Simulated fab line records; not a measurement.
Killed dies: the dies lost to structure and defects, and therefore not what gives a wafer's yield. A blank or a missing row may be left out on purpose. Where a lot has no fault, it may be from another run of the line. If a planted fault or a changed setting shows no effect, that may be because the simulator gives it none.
fab line records | flow n5_finfet
record: lots: 15 wafers: 45 last_day: 18
route steps=1938 shown BEOL_M4@1097 BEOL_M5@1123
lots that met no fault: taken from a fault-free run of the same line
start_h: hours from the record's opening day to when the first of the lot's shown wafers began | wait_h: time in hours since the lot's previous step | " the same as in the row above | L1.1+2: one row covering several wafers at once | - no value, or no start given | * or withheld: withheld | < > ~ a bound
route shown NAME@n: NAME is a module with steps in the file, n the number in the route of the first one | usual: the fault-free wafers' mean and standard deviation | same: alike in all rows | chamber/n: place in a boat | sites: each site's reading | _std_site: how widely they spread, as a standard deviation | _edge_site: inner sites' mean taken away from outer sites' mean | radius_mm: how far each site lies from the wafer's centre | mask NAME#n: copy n | behind: the tool/chamber that last shaped the wafer | hold: the reason the lot was held/the length of the hold in hours/how it ended | device: whichever transistor did not switch (one of n, p or np) | end of line: tests run on the same wafers once the route is complete | where a step has no rows: the recipe by itself | killed: count of dies lost to structure and defects at first sort (not the wafer's yield) | map: a wafer's dies, x killed, . not, _ none there
set.NAME: the setting that was run; set.NAME@STEP: the one run at that earlier step | model.NAME: the simulator's own value behind a step, which no gauge read
the route's steps for a sample of lots (tables are steps, rows are wafers)
services: the hour from which a tool's chamber was out of use, counted from the record's first day as start_h (under 0 if before that day), plus the number of hours and why
== steps ==
step: N5_BEOL_M4_ANNEAL_93
recipe: temp_c: 400 time_s: 240 ambient: vacuum
usual: heater_power_w: 809/71
same: time_s: 240
columns lot.wafer tool chamber start_h wait_h heater_power_w
L236.2 pvd_sputter-02 - 164.17 0.0 837
L236.3 " - " " 705
L236.5 " - " " 826
L237.2 pvd_sputter-01 - 179.69 0.0 870
L237.4 " - " " 897
L237.6 " - " " 863
L239.1 pvd_sputter-01 - 184.67 0.0 839
L239.2 " - " " 882
L239.3 " - " " 860
L242.4 pvd_sputter-01 - 203.08 0.0 850
L242.5 " - " " 857
L242.6 " - " " 919
L244.3 pvd_sputter-01 - 215.53 0.0 871
L244.4 " - " " 883
L244.6 " - " " 862
L243.2 pvd_sputter-03 - 216.70 0.0 745
L243.3 " - " " 767
L243.4 " - " " 748
L245.1 pvd_sputter-02 - 220.60 0.0 839
L245.4 " - " " 777
L245.5 " - " " 692
L250.1 pvd_sputter-03 - 253.31 0.0 686
L250.5 " - " " 679
L250.6 " - " " 762
L248.2 pvd_sputter-02 - 254.78 0.0 850
L248.3 " - " " 772
L248.6 " - " " 796
L253.1 pvd_sputter-01 - 272.16 0.0 879
L253.4 " - " " 868
L253.5 " - " " 856
L255.2 pvd_sputter-03 - 289.03 0.0 754
L255.5 " - " " 678
L255.6 " - " " 752
L256.2 pvd_sputter-01 - 303.03 0.0 844
L256.3 " - " " 857
L256.4 " - " " 873
L258.3 pvd_sputter-02 - 305.94 0.0 783
L258.4 " - " " 837
L258.5 " - " " 792
L257.3 pvd_sputter-01 - 306.54 0.0 867
L257.5 " - " " 891
L257.6 " - " " 859
L259.2 pvd_sputter-03 - 309.46 0.0 735
L259.4 " - " " 751
L259.5 " - " " 749
step: N5_BEOL_M5_EXPOSE_08
recipe: mask_id: M5 na: 0.33 source_shape: annular sigma_inner: 0.4 sigma_outer: 0.8 polarization: unpolarized target_cd_nm: 28 dose_mj: 35.75
usual: exposure_dose_mJ_cm2: 35.89/0.16 focus_offset_nm: 0.1/0.48 na: 0.33/0
columns lot.wafer tool chamber start_h wait_h mask exposure_dose_mJ_cm2 focus_offset_nm na
L236.2 euv_scanner-01 0 170.82 - M5#0 35.81 0.1 0.33
L236.3 " 0 " " M5#0 35.80 0.3 0.33
L236.5 " 0 " " M5#0 35.80 0.4 0.33
L237.2 euv_scanner-01 0 185.64 - M5#0 35.80 0.0 0.33
L237.4 " 0 " " M5#0 35.79 -0.5 0.33
L237.6 " 0 " " M5#0 35.71 0.2 0.33
L239.1 euv_scanner-01 0 190.14 - M5#0 35.71 0.8 0.33
L239.2 " 0 " " M5#0 35.74 0.1 0.33
L239.3 " 0 " " M5#0 35.68 -0.1 0.33
L242.4 euv_scanner-02 0 207.89 - M5#0 36.06 0.0 0.33
L242.5 " 0 " " M5#0 36.08 -0.5 0.33
L242.6 " 0 " " M5#0 36.04 0.7 0.33
L244.3 euv_scanner-01 0 219.65 - M5#0 35.79 -0.3 0.33
L244.4 " 0 " " M5#0 35.77 -0.2 0.33
L244.6 " 0 " " M5#0 35.82 0.2 0.33
L243.2 euv_scanner-01 0 220.12 - M5#0 35.78 -0.4 0.33
L243.3 " 0 " " M5#0 35.75 0.0 0.33
L243.4 " 0 " " M5#0 35.70 0.0 0.33
L245.1 euv_scanner-02 0 226.12 - M5#0 36.07 -0.2 0.33
L245.4 " 0 " " M5#0 36.14 0.9 0.33
L245.5 " 0 " " M5#0 36.08 -0.4 0.33
L250.1 euv_scanner-01 0 258.44 - M5#0 35.80 -0.7 0.33
L250.5 " 0 " " M5#0 35.79 0.0 0.33
L250.6 " 0 " " M5#0 35.74 0.2 0.33
L248.2 euv_scanner-02 0 258.61 - M5#0 36.09 0.0 0.33
L248.3 " 0 " " M5#0 36.02 0.3 0.33
L248.6 " 0 " " M5#0 36.08 -0.5 0.33
L253.1 euv_scanner-01 - 278.17 - M5#0 - - -
L253.4 " - " " M5#0 - - -
L253.5 " - " " M5#0 - - -
L255.2 euv_scanner-01 - 292.76 - M5#0 - - -
L255.5 " - " " M5#0 - - -
L255.6 " - " " M5#0 - - -
L256.2 euv_scanner-02 - 307.19 - M5#0 - - -
L256.3 " - " " M5#0 - - -
L256.4 " - " " M5#0 - - -
L258.3 euv_scanner-01 0 310.65 - M5#0 35.75 -0.1 0.33
L258.4 " 0 " " M5#0 35.77 0.3 0.33
L258.5 " 0 " " M5#0 35.73 0.3 0.33
L257.3 euv_scanner-02 0 311.22 - M5#0 36.08 -0.5 0.33
L257.5 " 0 " " M5#0 36.03 0.3 0.33
L257.6 " 0 " " M5#0 36.02 0.2 0.33
L259.2 euv_scanner-01 0 314.50 - M5#0 35.73 0.5 0.33
L259.4 " 0 " " M5#0 35.72 0.1 0.33
L259.5 " 0 " " M5#0 35.71 -0.3 0.33
step: N5_BEOL_M5_DESCUM_16
recipe: chemistry: O2 time_s: 7 source_power_w: 50 bias_power_w: 20 pressure_mtorr: 20 rf_frequency_hz: 2.712e+07 temp_c: 40 resist: CAR-EUV o2_flow_sccm: 225
usual: drypump_motor_current_A: 5.6/0.45 o2_flow_sccm: 225.1/0.69 oes_product_au: 0.80/0.087 rf_vpp_V: 243.3/1.5 showerhead_plenum_p_Torr: 2.09/0.086 throttle_valve_pct: 20.40/0.3
same: time_s: 7
columns lot.wafer tool chamber start_h wait_h drypump_motor_current_A o2_flow_sccm oes_product_au rf_hours_counter_h rf_vpp_V showerhead_plenum_p_Torr throttle_valve_pct
L236.2 rie_diel-04 1 171.29 0.3 5.0 225.9 0.68 232 241.7 2.04 20.41
L236.3 " 2 " " 5.0 223.9 0.75 172 241.0 1.99 20.35
L236.5 " 3 " " 5.4 225.8 0.87 - 245.9 2.24 19.93
L237.2 rie_diel-05 0 186.29 0.4 6.1 225.2 0.93 28 243.8 2.05 20.01
L237.4 " 3 " " 5.4 225.5 0.83 79 242.3 2.13 20.66
L237.6 " 2 " " 5.8 224.8 0.74 - 241.9 2.12 20.73
L239.1 rie_diel-04 2 190.97 0.6 5.0 224.7 0.74 178 241.8 1.99 20.35
L239.2 " 0 " " 6.3 224.5 0.86 50 243.1 2.02 20.51
L239.3 " 1 " " 5.0 225.5 0.68 239 242.8 2.04 20.43
L242.4 rie_diel-04 3 208.18 0.1 5.4 224.9 0.85 43 244.7 2.23 19.96
L242.5 " 2 " " 5.0 223.6 0.73 - 242.1 1.99 20.37
L242.6 " 3 " " 5.4 225.0 0.85 - 244.5 2.23 19.95
L244.3 rie_diel-03 3 219.89 0.0 5.9 224.8 0.88 36 243.5 2.13 20.29
L244.4 " 1 " " 4.9 226.5 0.93 16 243.5 2.14 20.35
L244.6 " 0 " " 5.8 225.4 0.70 - 245.5 2.20 21.07
L243.2 rie_diel-03 1 220.37 0.0 4.9 224.9 0.93 16 244.0 2.14 20.36
L243.3 " 2 " " 6.0 224.8 0.70 228 241.4 1.98 20.43
L243.4 " 0 " " 5.8 225.7 0.70 187 243.7 2.20 21.04
L245.1 rie_diel-04 0 226.37 0.0 6.3 225.1 0.83 59 243.6 2.02 20.50
L245.4 " 3 " " 5.4 225.7 0.85 47 245.3 2.23 19.96
L245.5 " 1 " " 5.0 225.1 0.67 - 242.9 2.04 20.45
L250.1 rie_diel-03 0 258.72 0.1 5.8 224.4 0.69 199 243.7 2.19 21.07
L250.5 " 2 " " 6.0 224.1 0.68 - 241.0 1.98 20.44
L250.6 " 3 " " 5.9 225.7 0.86 - 245.9 2.12 20.31
L248.2 rie_diel-04 0 258.91 0.1 6.3 224.3 0.82 70 243.0 2.02 20.52
L248.3 " 3 " " 5.4 224.9 0.83 58 247.3 2.23 19.96
L248.6 " 0 " " 6.3 226.1 0.82 - 243.8 2.02 20.54
L253.1 rie_diel-05 2 278.42 0.0 5.8 225.6 0.72 167 243.5 2.11 20.77
L253.4 " 3 " " 5.4 225.4 0.80 106 245.2 2.12 20.68
L253.5 " 3 " " 5.4 225.5 0.79 - 242.9 2.12 20.69
L255.2 rie_diel-05 2 293.02 0.0 5.8 224.5 0.71 171 243.7 2.11 20.78
L255.5 " 1 " " 5.5 226.1 0.72 - 241.9 2.00 20.32
L255.6 " 0 " " 6.1 226.2 0.87 - 241.4 2.04 20.06
L256.2 rie_diel-03 3 307.45 0.0 5.8 225.1 0.83 65 243.6 2.12 20.35
L256.3 " 2 " " 6.0 224.5 1.01 0 244.4 2.24 20.10
L256.4 " 0 " " 5.8 224.9 0.68 216 243.6 2.19 21.11
L258.3 rie_diel-04 3 310.92 0.1 5.4 224.9 0.81 74 244.8 2.22 20.00
L258.4 " 1 " " 5.0 226.0 0.89 - 244.1 2.03 20.09
L258.5 " 3 " " 5.4 225.4 0.81 - 245.1 2.22 20.00
L257.3 rie_diel-04 0 311.45 0.0 6.3 224.0 0.80 85 241.0 2.01 20.56
L257.5 " 1 " " 5.1 224.8 0.89 - 243.3 2.03 20.10
L257.6 " 3 " " 5.4 225.0 0.80 - 245.9 2.22 19.98
L259.2 rie_diel-05 1 315.09 0.4 5.5 224.8 0.71 204 240.6 2.00 20.32
L259.4 " 3 " " 5.4 225.4 0.79 113 244.8 2.12 20.70
L259.5 " 3 " " 5.4 225.6 0.79 - 244.3 2.12 20.70
step: N5_BEOL_M5_ETCH_62
recipe: chemistry: N2/H2 target: SOC target_depth_a: 750 overetch_a: 150 mask_material: SiARC temp_c: 40 time_s: 112.5 ion_energy_ev: 200 pressure_mtorr: 30 source_w: 840 bias_w: 150 n2_flow_sccm: 200 h2_flow_sccm: 200
usual: drypump_motor_current_A: 5.6/0.45 oes_product_au: 0.63/0.064 rf_vpp_V: 523.7/2.7 showerhead_plenum_p_Torr: 2.54/0.098 throttle_valve_pct: 17.77/0.3
same: time_s: 112.5
columns lot.wafer tool chamber start_h wait_h drypump_motor_current_A oes_product_au rf_hours_counter_h rf_vpp_V showerhead_plenum_p_Torr throttle_valve_pct
L236.2 rie_diel-04 1 171.37 0.0 5.0 0.53 232 521.8 2.49 17.79
L236.3 " 2 " " 5.0 0.59 172 521.5 2.44 17.89
L236.5 " 3 " " 5.4 0.68 - 528.2 2.71 17.34
L237.2 rie_diel-05 0 186.37 0.0 6.1 0.73 28 521.6 2.50 17.44
L237.4 " 3 " " 5.4 0.64 79 526.1 2.55 17.84
L237.6 " 2 " " 5.8 0.59 - 524.8 2.54 18.03
L239.1 rie_diel-04 2 191.05 0.0 5.0 0.59 178 521.0 2.43 17.92
L239.2 " 0 " " 6.3 0.67 50 522.5 2.49 18.07
L239.3 " 1 " " 5.0 0.53 239 521.6 2.49 17.80
L242.4 rie_diel-04 3 208.26 0.0 5.4 0.67 43 528.9 2.71 17.38
L242.5 " 2 " " 5.0 0.59 - 520.6 2.43 17.92
L242.6 " 3 " " 5.4 0.67 - 528.0 2.71 17.37
L244.3 rie_diel-03 3 219.97 0.0 5.9 0.70 36 524.6 2.56 17.44
L244.4 " 1 " " 4.9 0.73 16 525.8 2.62 17.93
L244.6 " 0 " " 5.8 0.57 - 526.1 2.64 18.26
L243.2 rie_diel-03 1 220.45 0.0 4.9 0.74 16 526.5 2.62 17.91
L243.3 " 2 " " 6.0 0.56 228 520.0 2.41 17.85
L243.4 " 0 " " 5.8 0.57 187 526.5 2.64 18.27
L245.1 rie_diel-04 0 226.45 0.0 6.3 0.66 59 522.6 2.48 18.07
L245.4 " 3 " " 5.4 0.66 47 528.6 2.71 17.37
L245.5 " 1 " " 5.1 0.52 - 522.9 2.48 17.80
L250.1 rie_diel-03 0 258.80 0.0 5.8 0.56 199 525.5 2.64 18.28
L250.5 " 2 " " 6.0 0.55 - 520.3 2.40 17.88
L250.6 " 3 " " 5.9 0.68 - 524.8 2.55 17.49
L248.2 rie_diel-04 0 258.99 0.0 6.3 0.65 70 520.6 2.48 18.11
L248.3 " 3 " " 5.4 0.66 58 527.6 2.70 17.39
L248.6 " 0 " " 6.3 0.64 - 522.1 2.48 18.09
L253.1 rie_diel-05 1 278.50 0.0 5.5 0.57 190 522.2 2.41 17.51
L253.4 " 3 " " 5.4 0.62 - 523.4 2.54 17.85
L253.5 " 1 " " 5.5 0.57 - 520.7 2.41 17.50
L255.2 rie_diel-05 2 293.10 0.0 5.8 0.57 171 522.9 2.53 18.09
L255.5 " 1 " " 5.5 0.57 - 520.2 2.40 17.52
L255.6 " 0 " " 6.1 0.69 - 521.7 2.49 17.48
L256.2 rie_diel-03 3 307.53 0.0 5.9 0.67 65 524.3 2.54 17.51
L256.3 " 2 " " 6.0 0.81 0 529.3 2.72 17.45
L256.4 " 0 " " 5.8 0.55 216 525.7 2.63 18.32
L258.3 rie_diel-04 3 311.00 0.0 5.4 0.63 75 527.9 2.69 17.43
L258.4 " 1 " " 5.1 0.70 - 522.1 2.47 17.40
L258.5 " 3 " " 5.4 0.64 - 528.5 2.69 17.42
L257.3 rie_diel-04 0 311.53 0.0 6.3 0.64 85 521.6 2.47 18.13
L257.5 " 1 " " 5.0 0.70 - 521.3 2.47 17.41
L257.6 " 3 " " 5.4 0.63 - 527.1 2.69 17.42
L259.2 rie_diel-05 1 315.17 0.0 5.5 0.56 204 522.6 2.40 17.53
L259.4 " 3 " " 5.4 0.62 113 524.1 2.54 17.89
L259.5 " 3 " " 5.4 0.62 - 525.3 2.54 17.90
== services ==
columns tool chamber start_h hours kind
pvd_sputter-03 - 157.71 0.7 repair
euv_scanner-02 - 159.97 0.4 repair
rie_diel-03 2 161.67 4.7 repair
euv_scanner-02 - 181.53 1.0 pm
euv_scanner-01 - 194.85 1.0 pm
rie_diel-04 - 199.56 1.0 repair
euv_scanner-02 - 216.93 4.6 pm
euv_scanner-01 - 221.53 4.6 pm
rie_diel-04 1 231.91 - clean
rie_diel-04 1 231.91 - consumable_replace:focus_ring
rie_diel-04 1 231.91 14.9 scheduled_down
rie_diel-04 1 231.91 14.9 vent_cycle
euv_scanner-02 - 237.68 1.0 pm
rie_diel-05 - 243.98 0.4 repair
rie_diel-05 1 248.26 8.4 repair
euv_scanner-01 - 251.00 1.0 pm
euv_scanner-01 0 260.05 - calibration
rie_diel-05 - 265.91 4.3 pm
rie_diel-05 - 283.06 1.3 repair
euv_scanner-02 - 283.79 17.3 pm
euv_scanner-01 - 301.10 6.2 pm
euv_scanner-02 - 307.35 1.0 pm
euv_scanner-01 - 308.39 1.0 pm
rie_diel-04 2 310.40 11.5 repair
== key ==
first_sign: step: N5_BEOL_M5_EXPOSE_08 reading: tool_record direction: missing
effect none on later readings
met_at N5_BEOL_M5_EXPOSE_08
struck_lots L253,L255,L256
later_rows_left_out L253.1,L253.4,L253.5,L255.2,L255.5,L255.6,L256.2,L256.3,L256.4
sort_left_out L253.1,L253.4,L253.5,L255.2,L255.5,L255.6,L256.2,L256.3,L256.4
not_acting_at N5_BEOL_M4_ANNEAL_93,N5_BEOL_M5_DESCUM_16,N5_BEOL_M5_ETCH_62
onset_between 258.61 278.17
fault: kind: skipped_step_whole tool: euv_scanner-01,euv_scanner-02 chamber: - onset_h: 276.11 steps: N5_BEOL_M5_EXPOSE_08 scope: struck_lots_only
sort_left_out: the simulated sort isn't trusted on such a fault, so these wafers' sort isn't shown, and their yield isn't known
later_rows_left_out: the simulator's readings of these wafers behind a module that went badly wrong aren't trusted and aren't shown, but for the sort
